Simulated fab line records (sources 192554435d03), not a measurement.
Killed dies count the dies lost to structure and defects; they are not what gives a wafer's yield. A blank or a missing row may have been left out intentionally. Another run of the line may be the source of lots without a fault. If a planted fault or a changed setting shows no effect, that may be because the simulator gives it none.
fab line records | flow n5Finfet
record lots=5 wafers=15 lastDay=17
route steps=1938 shown BEOL_M4@1099 BEOL_M5@1112 BEOL_M6@1197 PASSIVATION@1936
lots that met no fault: from a run of the same line without faults
startH: hours from the record's first day to the start of the lot's first wafer shown | waitH: hours from the lot's prior step to this one | " same as the row above | L1.1+2: a single row standing in for several wafers | - no value present, or no start provided | * or withheld: withheld | < > ~ a bound
route shown NAME@n: names a module that has steps shown in the file, with the first one's number in the route | usual: mean/standard deviation taken from wafers without a fault | same: alike in all rows | chamber/n: place in a boat | sites: per-site readings | _std_site: the standard deviation of these | _edge_site: the outer-site mean with the inner-site mean subtracted | radiusMm: how far each site lies from the wafer's centre | mask NAME#n: copy n | behind: the last tool/chamber to shape the wafer | hold: cause of the lot's hold/its duration in hours/its outcome | device: the transistor (n, p or np) that didn't switch | end of line: the route-end tests of the same wafers | a step without rows: its recipe alone | killed: count of dies lost to structure and defects at first sort (not the wafer's yield) | map: per-die view of a wafer (x killed, . not killed, _ where there is no die)
set.NAME: the setting that was run; set.NAME@STEP: the one run at that earlier step | model.NAME: the simulator's own value behind a step, which no gauge read
lots at some steps of the route; a table a step, a row a wafer
services: when a tool's chamber went out of use (startH, in hours from the record's first day, below 0 if earlier), for how many hours, and the reason
## steps
# step N5_BEOL_M4_ANNEAL_95
# recipe tempC=400 timeS=240 ambient=vacuum
# step N5_BEOL_M4_SPUTTER_96
# recipe material=Cu targetThkA=45 tempC=-20 chamberPressurePa=0.07 powerW=withheld timeS=8.29
# step N5_BEOL_M4_ECD_50
# recipe material=Cu targetThkA=3000
# step N5_BEOL_M4_ANNEAL_51
# recipe tempC=225 timeS=90 ambient=N2
# step N5_BEOL_M4_CMP_52
# recipe stopOn=SiOC tOverpolishS=6.8 downForcePsi=1 platenRpm=50 clearingPlatenDownForcePsi=1.5 clearingPlatenRpm=50 postCmpClean=cuAlkaline targetThkNm=40 clearingPlatenPadVelocityMS=0.99484 padVelocityMS=0.99484
# step N5_BEOL_M4_PRE_CLEAN_60
# recipe gas=NH3/H2 timeS=15 tempC=* rfPowerW=300
# step N5_BEOL_M4_CO_CAP_55
# recipe material=Co targetThkA=20 tempC=200 precursor=CCTBA/H2 pressureTorr=30 timeS=102.1
# step N5_BEOL_M4_PRE_CLEAN_56
# recipe gas=NH3 timeS=15 tempC=withheld rfPowerW=300
# step N5_BEOL_M4_DEP_57
# recipe material=SiCN targetThkA=80 tempC=withheld precursor=3MS/NH3 pressureTorr=3 rfW=202 timeS=14
# step N5_BEOL_M4_RC_MEAS_101
# usual DIBL_N=36.4/1.5 DIBL_P=36.6/1.9 IOFF_N=0.155/0.021 IOFF_P=0.211/0.028 ION_N=671/8.6 ION_P=462/5.8 SS_N=71.5/0.5 SS_P=73.4/0.58 VT_N=250.1/2.4 VT_P=-250.1/3
# columns lot.wafer tool chamber startH waitH DIBL_N[mV/V] DIBL_P[mV/V] IOFF_N[nA/um] IOFF_P[nA/um] ION_N[uA/um] ION_P[uA/um] SS_N[mV/dec] SS_P[mV/dec] VT_N[mV] VT_P[mV]
L666.1 prober-02 0 236.97 0.0 35.7 34.6 0.131 0.167 664 459 71.4 73.1 253.5 -252.8
L666.2 " 0 " " 38.2 37.7 0.178 0.220 679 461 72.4 74.3 251.5 -250.0
L666.6 " 0 " " 37.7 38.0 0.165 0.213 689 466 72.0 73.8 251.8 -250.6
L668.1 prober-01 0 244.20 0.0 36.8 35.1 0.138 0.189 666 460 71.4 72.8 250.7 -253.3
L668.2 " 0 " " 37.1 35.7 0.148 0.196 671 460 71.5 72.9 251.4 -253.0
L668.4 " 0 " " 36.1 34.0 0.129 0.175 666 456 70.4 72.6 252.9 -252.5
L669.2 prober-02 0 244.65 0.2 35.9 35.0 0.149 0.202 665 453 71.5 73.0 251.1 -251.5
L669.5 " 0 " " 36.1 34.8 0.155 0.196 661 456 71.9 73.6 249.6 -249.0
L669.6 " 0 " " 33.7 32.7 0.121 0.173 652 449 70.4 72.9 251.0 -255.1
L677.1 prober-01 0 297.26 0.0 35.2 35.6 0.151 0.193 671 461 72.0 72.9 250.0 -251.9
L677.3 " 0 " " 34.2 34.3 0.145 0.181 672 460 71.6 72.7 252.7 -252.8
L677.5 " 0 " " 33.5 33.9 0.131 0.171 664 457 71.2 72.7 252.5 -252.1
L676.2 prober-01 0 303.97 0.2 38.0 39.2 0.164 0.232 663 458 72.0 74.1 253.2 -247.9
L676.3 " 0 " " 38.0 39.1 0.172 0.229 680 469 71.4 73.5 248.9 -248.7
L676.5 " 0 " " 39.2 40.8 0.197 0.266 677 465 71.9 74.4 247.6 -245.2
# step N5_BEOL_M5_ILD_DEP_00
# recipe material=SiCOH_lowk targetThkA=1406.4 tempC=300 precursor=DEMS/porogen pressureTorr=5 rfW=500 timeS=25.9
# step N5_BEOL_M5_CURE_79
# recipe tempC=385 timeS=240 ambient=He/Ar material=SiCOH_lowk
# step N5_BEOL_M5_PECVD_70
# recipe material=SiO2 targetThkA=160 tempC=400 precursor=TEOS/O2 pressureTorr=5.5 rfW=450 teosFlowSccm=53.8 gas=O2 flowSccm=3000 timeS=18
# step N5_BEOL_M5_HM_DEP_02
# recipe material=TiN targetThkA=200 tempC=25 chamberPressurePa=0.49996
# step N5_BEOL_M5_COAT_59
# recipe resist=SOC tempC=250 timeS=60 spinRpm=1500 resistThkNm=60
# step N5_BEOL_M5_COAT_60
# recipe resist=SiARC tempC=220 timeS=60 spinRpm=1500 resistThkNm=12
# step N5_BEOL_M5_COAT_71
# recipe resist=underlayer tempC=205 timeS=60 spinRpm=1500 resistThkNm=5
# step N5_BEOL_M5_COAT_05
# recipe resist=CAR-EUV spinRpm=1500 resistThkNm=30
# step N5_BEOL_M5_EBR_07
# recipe solvent=PGMEA ebrWidthMm=1.5
# step N5_BEOL_M5_SOFTBAKE_06
# recipe tempC=110 timeS=60 resist=CAR-EUV
# step N5_BEOL_M5_EXPOSE_08
# recipe maskId=M5 na=0.33 sourceShape=annular sigmaInner=0.4 sigmaOuter=0.8 polarization=unpolarized targetCdNm=28 doseMj=35.75
# step N5_BEOL_M5_PEB_09
# recipe pebTempC=100 pebTimeS=60 resist=CAR-EUV
# step N5_BEOL_M5_DEVELOP_10
# recipe developTimeS=30 developer=TMAH resist=CAR-EUV rinseLiquid=surfactantRinse dry=airSpin devTempC=23
# step N5_BEOL_M5_DESCUM_16
# recipe chemistry=O2 timeS=7 sourcePowerW=50 biasPowerW=20 pressureMtorr=20 rfFrequencyHz=2.712e+07 tempC=40 resist=CAR-EUV o2FlowSccm=225
# step N5_BEOL_M5_ETCH_72
# recipe chemistry=N2/H2 target=underlayer targetDepthA=65 maskMaterial=CAR-EUV timeS=5.2 ionEnergyEv=200 pressureMtorr=30 sourceW=840 biasW=150 n2FlowSccm=200 h2FlowSccm=200 ends=cleared
# step N5_BEOL_M5_ETCH_61
# recipe chemistry=CF4 target=SiARC targetDepthA=156 maskMaterial=CAR-EUV timeS=26 ionEnergyEv=80 pressureMtorr=40 sourceW=545 biasW=36 Ar_flow_sccm=100 cf4FlowSccm=100 ends=cleared
# step N5_BEOL_M5_ETCH_62
# recipe chemistry=N2/H2 target=SOC targetDepthA=750 overetchA=150 maskMaterial=SiARC tempC=40 timeS=112.5 ionEnergyEv=200 pressureMtorr=30 sourceW=840 biasW=150 n2FlowSccm=200 h2FlowSccm=200
# step N5_BEOL_M5_STRIP_63
# recipe chemistry=N2/H2 tempC=40 n2FlowSccm=200 h2FlowSccm=200 rfFrequencyHz=6e+07
# step N5_BEOL_M5_STRIP_73
# recipe chemistry=N2/H2 tempC=40 n2FlowSccm=200 h2FlowSccm=200 rfFrequencyHz=6e+07
# step N5_BEOL_M5_STRIP_64
# recipe chemistry=CF4 resist=SiARC powerW=300 biasPowerW=75 pressureMtorr=50 cf4FlowSccm=150 rfFrequencyHz=6e+07
# step N5_BEOL_M5_HM_OPEN_17
# recipe chemistry=Cl2/BCl3 targetDepthA=200 overetchA=60 target=TiN maskMaterial=SOC ionEnergyEv=150 pressureMtorr=10 icpW=1000 biasW=126 Cl2_flow_sccm=53.25 bcl3FlowSccm=21.75 Ar_flow_sccm=25
# step N5_BEOL_M5_STRIP_19
# recipe chemistry=O2 powerW=400 tempC=40 pressureMtorr=30 rfFrequencyHz=6e+07 biasPowerW=0 overashFraction=0.2 o2FlowSccm=225
# step N5_BEOL_M5_COAT_65
# recipe resist=SOC tempC=250 timeS=60 spinRpm=1500 resistThkNm=60
# step N5_BEOL_M5_COAT_66
# recipe resist=SiARC tempC=220 timeS=60 spinRpm=1500 resistThkNm=12
# step N5_BEOL_M6_PECVD_70
# recipe material=SiO2 targetThkA=200 tempC=400 precursor=TEOS/O2 pressureTorr=5.5 rfW=450 teosFlowSccm=53.8 gas=O2 flowSccm=3000 timeS=22.7
# usual chamberPressureTorr=5.499/0.013 heaterPowerOuterW=425/86 heaterPowerW=725/120 showerheadPlenumPTorr=8.81/0.046 throttleValvePct=22.3/1.1
# columns lot.wafer tool chamber startH waitH chamberPressureTorr heaterPowerOuterW heaterPowerW showerheadPlenumPTorr throttleValvePct
L666.1 pecvd-02 1 250.69 0.1 - - - - -
L666.2 " 0 " " - - - - -
L666.6 " 2 " " - - - - -
L669.2 pecvd-01 0 258.72 0.0 - - - - -
L669.5 " 1 " " - - - - -
L669.6 " 0 " " - - - - -
L668.1 pecvd-02 1 259.98 0.0 - - - - -
L668.2 " 0 " " - - - - -
L668.4 " 1 " " - - - - -
L677.1 pecvd-01 2 310.34 0.0 5.495 406 745 8.85 21.6
L677.3 " 1 " " 5.497 413 676 8.85 22.3
L677.5 " 1 " " 5.490 417 691 8.88 22.3
L676.2 pecvd-02 1 318.20 0.0 5.505 418 691 8.79 24.1
L676.3 " 2 " " 5.491 604 944 8.72 20.4
L676.5 " 2 " " 5.510 614 962 8.72 20.4
# step N5_PASSIVATION_PROBE_49
# usual defectLimitedYield=91.5/1.4 killed_at_M0_to_M3=33/10 killed_at_M4_up=13/5 killedAtContacts=13/5.6 killedAtFrontEnd=38/12 killedAtOther=3.9/2.7 killedDies=100/16 killedOnRim=13/4 killedOpen=66/13 killedShort=32/7.2 sort_bin_5_function=5.0/0.97 sort_bin_6_memory=3.2/0.61 sortNPass=1080/16 sortYieldPct=91.5/1.4
# same grossDies=1180 killedAtBackSide=0 sort_bin_4_leakage[%]=0 sort_bin_8_speed[%]=0
# columns lot.wafer tool chamber startH waitH defectLimitedYield[%] killed_at_M0_to_M3 killed_at_M4_up killedAtContacts killedAtFrontEnd killedAtOther killedDies killedOnRim killedOpen killedShort sort_bin_5_function[%] sort_bin_6_memory[%] sortNPass sortYieldPct[%]
L666.1 prober-02 - 336.29 0.0 65.3 26 340 8 30 5 409 10 53 29 31.4 3.1 771 65.3
L666.2 prober-02 - 336.34 0.1 66.8 29 323 10 22 8 392 71 46 28 31.1 2.1 788 66.8
L666.6 prober-02 - 336.54 0.3 66.3 34 321 17 24 2 398 93 61 23 31.2 2.3 782 66.3
L668.1 prober-02 - 342.73 0.0 61.9 31 358 10 44 6 449 19 60 40 34.7 3.0 731 61.9
L668.2 prober-02 - 342.78 0.1 62.0 30 329 16 68 5 448 86 92 35 34.1 3.6 732 62.0
L668.4 prober-02 - 342.88 0.2 64.7 26 346 8 35 2 417 11 49 28 33.1 2.1 763 64.7
L669.2 prober-01 - 346.72 0.1 66.4 31 317 10 36 2 396 85 70 21 30.4 3.1 784 66.4
L669.5 prober-01 - 346.87 0.2 63.9 39 325 12 47 3 426 20 94 23 32.4 3.6 754 63.9
L669.6 prober-01 - 346.92 0.3 65.1 42 327 12 30 1 412 87 62 36 31.4 2.9 768 65.1
L677.1 prober-01 - 400.67 0.0 91.6 31 10 19 37 2 99 14 62 36 4.6 3.4 1081 91.6
L677.3 prober-01 - 400.77 0.1 89.1 40 24 17 46 2 129 23 88 36 5.8 4.2 1051 89.1
L677.5 prober-01 - 400.87 0.2 90.1 38 10 16 49 4 117 13 84 33 6.0 3.6 1063 90.1
L676.2 prober-02 - 414.34 0.1 92.8 15 12 15 40 3 85 14 50 35 5.1 2.1 1095 92.8
L676.3 prober-02 - 414.39 0.1 89.7 36 23 15 43 4 121 26 81 39 6.5 3.1 1059 89.7
L676.5 prober-02 - 414.49 0.2 91.5 25 17 13 41 4 100 11 63 36 4.5 3.4 1080 91.5
# killed by level:class
L666.1 BEOL_M6:areaPecvd=325 BEOL_M2:geometricParticle:open=9 BEOL_M4:geometricParticle:open=8 STI_FIN_REVEAL:geometricParticle:open=7 MOL_CONTACT_COAG:geometricParticle:open=7 SPACER0:geometricParticle:short=6 BEOL_M0_SAQP:geometricParticle:short=6 BEOL_M0_SAQP:geometricParticle:open=4
L666.2 BEOL_M6:areaPecvd=318 BEOL_M1:geometricParticle:open=8 MOL_CONTACT_COAG:geometricParticle:open=6 BEOL_M0_SAQP:geometricParticle:open=5 GATE_CUT:geometricParticle:open=4 MOL_CONTACT_COAG:geometricParticle:short=4 FIN_SAQP:geometricParticle:short=3 BEOL_M0_SAQP:geometricParticle:short=3
L666.6 BEOL_M6:areaPecvd=314 MOL_CONTACT_COAG:geometricParticle:open=14 BEOL_M0_SAQP:geometricParticle:open=8 BEOL_M2:geometricParticle:open=8 FIN_SAQP:geometricParticle:open=6 BEOL_M0_SAQP:geometricParticle:short=6 DUMMY_GATE:geometricParticle:open=4 BEOL_M3:geometricParticle:open=4
L668.1 BEOL_M6:areaPecvd=347 BEOL_M0_SAQP:geometricParticle:open=12 FIN_SAQP:geometricParticle:short=11 MOL_CONTACT_COAG:geometricParticle:open=9 STI_FIN_REVEAL:geometricParticle:open=6 BEOL_M0_SAQP:geometricParticle:short=6 FIN_SAQP:geometricParticle:open=5 BEOL_M5:geometricParticle:open=4
L668.2 BEOL_M6:areaPecvd=320 STI_FIN_REVEAL:geometricParticle:open=25 MOL_CONTACT_COAG:geometricParticle:open=15 BEOL_M0_SAQP:geometricParticle:open=10 FIN_SAQP:geometricParticle:short=8 BEOL_M0_SAQP:geometricParticle:short=8 FIN_SAQP:geometricParticle:open=6 DUMMY_GATE:geometricParticle:open=6
L668.4 BEOL_M6:areaPecvd=339 FIN_SAQP:geometricParticle:short=9 BEOL_M0_SAQP:geometricParticle:short=9 FIN_SAQP:geometricParticle:open=7 BEOL_M0_SAQP:geometricParticle:open=7 MOL_CONTACT_COAG:geometricParticle:open=6 STI_FIN_REVEAL:geometricParticle:open=5 BEOL_M3:geometricParticle:open=4
L669.2 BEOL_M6:areaPecvd=305 STI_FIN_REVEAL:geometricParticle:open=13 BEOL_M0_SAQP:geometricParticle:open=10 MOL_CONTACT_COAG:geometricParticle:open=9 DUMMY_GATE:geometricParticle:open=7 BEOL_M3:geometricParticle:open=7 BEOL_M0_SAQP:geometricParticle:short=6 BEOL_M2:geometricParticle:open=6
L669.5 BEOL_M6:areaPecvd=309 STI_FIN_REVEAL:geometricParticle:open=25 BEOL_M3:geometricParticle:open=13 MOL_CONTACT_COAG:geometricParticle:open=10 BEOL_M1:geometricParticle:open=8 BEOL_M4:geometricParticle:open=8 BEOL_M0_SAQP:geometricParticle:short=5 BEOL_M2:geometricParticle:open=5
L669.6 BEOL_M6:areaPecvd=314 BEOL_M0_SAQP:geometricParticle:open=12 BEOL_M0_SAQP:geometricParticle:short=9 MOL_CONTACT_COAG:geometricParticle:open=9 BEOL_M3:geometricParticle:open=8 STI_FIN_REVEAL:geometricParticle:open=5 BEOL_M1:geometricParticle:open=5 ILD0:geometricParticle:short=4
L677.1 MOL_CONTACT_COAG:geometricParticle:open=17 FIN_SAQP:geometricParticle:short=11 BEOL_M0_SAQP:geometricParticle:open=11 BEOL_M3:geometricParticle:open=7 GATE_CUT:geometricParticle:short=6 STI_FIN_REVEAL:geometricParticle:open=5 FIN_SAQP:geometricParticle:open=4 BEOL_M1:geometricParticle:open=4
L677.3 MOL_CONTACT_COAG:geometricParticle:open=15 BEOL_M4:geometricParticle:open=15 FIN_SAQP:geometricParticle:open=13 BEOL_M3:geometricParticle:open=12 STI_FIN_REVEAL:geometricParticle:open=8 BEOL_M0_SAQP:geometricParticle:short=7 BEOL_M1:geometricParticle:open=7 BEOL_M0_SAQP:geometricParticle:open=6
L677.5 MOL_CONTACT_COAG:geometricParticle:open=13 FIN_SAQP:geometricParticle:open=12 STI_FIN_REVEAL:geometricParticle:open=10 BEOL_M3:geometricParticle:open=10 BEOL_M0_SAQP:geometricParticle:open=9 FIN_SAQP:geometricParticle:short=8 BEOL_M2:geometricParticle:open=8 DUMMY_GATE:geometricParticle:open=5
L676.2 FIN_SAQP:geometricParticle:open=9 MOL_CONTACT_COAG:geometricParticle:open=9 GATE_CUT:geometricParticle:short=7 FIN_SAQP:geometricParticle:short=6 STI_FIN_REVEAL:geometricParticle:open=6 MOL_CONTACT_COAG:geometricParticle:short=6 BEOL_M4:geometricParticle:open=6 BEOL_M3:geometricParticle:open=5
L676.3 MOL_CONTACT_COAG:geometricParticle:open=13 BEOL_M4:geometricParticle:open=13 STI_FIN_REVEAL:geometricParticle:open=10 FIN_SAQP:geometricParticle:open=9 FIN_SAQP:geometricParticle:short=9 BEOL_M0_SAQP:geometricParticle:short=9 BEOL_M0_SAQP:geometricParticle:open=5 BEOL_M1:geometricParticle:open=5
L676.5 MOL_CONTACT_COAG:geometricParticle:open=9 FIN_SAQP:geometricParticle:open=8 BEOL_M4:geometricParticle:open=8 FIN_SAQP:geometricParticle:short=6 GATE_CUT:geometricParticle:short=6 BEOL_M1:geometricParticle:open=6 BEOL_M3:geometricParticle:open=6 DUMMY_GATE:geometricParticle:open=5
# map L666.1 (x killed, . not)
_________________............________________
______________.....x..x...x....._____________
___________.........x..............__________
__________....x.x...xx..x..........._________
________................xx............_______
_______...x........x.....x..x......x...______
______...........xxxx.x...xx......x..x.._____
_____........x.x.x.xx.xx...x...x...x.x...____
____........x...x....x...xxx.xx...........___
___....x...x..xx..x..xxxxxxxxxx.xx.x.x.....__
___.........xx.xxxxx.x..xx.x..xxxx.x.......__
__..x...x..xxxx..xxx.xxxx.xxxx.x....x..x.x.._
__..........xxxxxxxxxxxxxxxx.......xxx......_
_...xx....x.xx.xxxxxxxxxxxxxx.xx.x.....x.....
_......xx.x...xxxxxxxxxxxx.xx.xx.xxxxx.....x.
_.....x....x.x.xxxxxxx..x.x.xx.x..x.x...xx..x
_......x....xxx.xxxxx.xxxxxxx....x.x.xxx.....
_..x..xxxxxx.xxxxx.xxxxxxxxx.x.x..x..x..x....
_..........xxxxxxxxxxxxxxxx.x.xx.x.x.xx......
_......xxxxx.xxxxx.xxxxxxxxx.x...x...xxx.....
_....xx.xxxxx.xx..xxxxxxx.xx.xx.xx...........
__........xx..xx..xxxx.x....x.........xx.xx._
__........x...xxxxx.x....x..xx..x.x.x.....x._
___.......x.x...x..x.x.xxx.xx..xx.x...x...x__
___.......x.x..x.xxx.xxx..xxx...xx......x..__
____.........xxx.x..x..xx..x..x...x..x....___
_____......x.....xx.xx....x..xxx.........____
______.........x..xx...xxx.x....x.x...xx_____
_______x.x........x........x...........______
________...............x.xx..........._______
__________............x.x........x.._________
___________..xx.x...............x.x__________
______________....x.x..........._____________
_________________............________________
# map L668.1 (x killed, . not)
_________________...........x________________
______________................x._____________
___________.........xx.x.....xx..x.__________
__________..x.......xx.........x...x_________
________............x.xx...xxxx.....xx_______
_______.xx...x....x.x.x.........x......______
______.............xx..xx.xxx.x.x....x.x_____
_____.....x.......x....x.xxx..x.xx.......____
____.........x..x.xxxxx..xx.............x.___
___...........x.xx..xxx..xx.x.xx.x....xx...__
___.....x.x....xxxxxx.xxx..xx.x.xx.x.......__
__.xx..........xx.xxxxxxxx....x..x.........._
__x.......x.......xxxxxxx.xxx.x..x.x..x....._
_..x...x..x.xxxxxxx.xxxxxxxx.xxxx...x.......x
_........x.x.xxxxxxx.xxxx.xx...x.x..x........
_....x...xxxxxxxx..xxxxxxxxxx.xxxxx.xx.x.....
_....x....xx.xxxxxxxxxxxxxxxxxx.x.x..x.....x.
_..x.x.x...x..xxxxxxxxxxx.x..xxxx..x......x..
_....x.......xxxxxxxxxxxx.x.xxxx..x.x.x......
_......x.x.xxxxxxxxx.xxxxxxxxx..x.xx...x.....
_.......xxxxx...xxxxxx.xxxx.xxxxxx.x.x.......
__.x......x.x.xxxxxxxxxxxxx.xxxxx..xx....xx._
__x......x..x.xx.xxxx..xxxxxxxx.xx...x.x.x.._
___......x.xxxxx..x.xxxxx.xx.xxxxxx.xx....x__
___...........xxxxxxxxx.xxx.xx..........x..__
____.........xx......xxxx...xx..x.....x...___
_____x......x..x..xx.x.x.x.xxx.x....x...x____
______.........x.x.xx..x.x..xxx..xx....._____
_______...xx..........x..x.x...x.x.....______
________.x...x.x...x.....x......x.x..._______
__________...x....x....x..xx...xx..._________
___________......x.............x...__________
______________.......x.........._____________
_________________.....x......________________
## services
# columns tool chamber startH hours kind
pecvd-01 2 232.62 4.2 repair
pecvd-02 2 252.90 2.1 scheduledDown
pecvd-02 0 261.04 21.4 repair
pecvd-02 2 292.28 5.5 scheduledDown
## key
firstSign step=N5_BEOL_M6_PECVD_70 reading=toolRecord direction=missing
effect step=N5_PASSIVATION_PROBE_49 reading=killed_at_M4_up direction=up sigmas=63 usual=13 struck=332
moreKillsBornAt N5_BEOL_M6_PECVD_70@pecvd-02=1963 N5_BEOL_M6_PECVD_70@pecvd-01=928
metAt N5_BEOL_M6_PECVD_70
struckWafers L666.1,L666.2,L666.6,L668.1,L668.2,L668.4,L669.2,L669.5,L669.6
fault kind=skippedStepWhole tool=pecvd-01,pecvd-02 chamber=- onsetH=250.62 steps=N5_BEOL_M6_PECVD_70 scope=struckLotsOnly
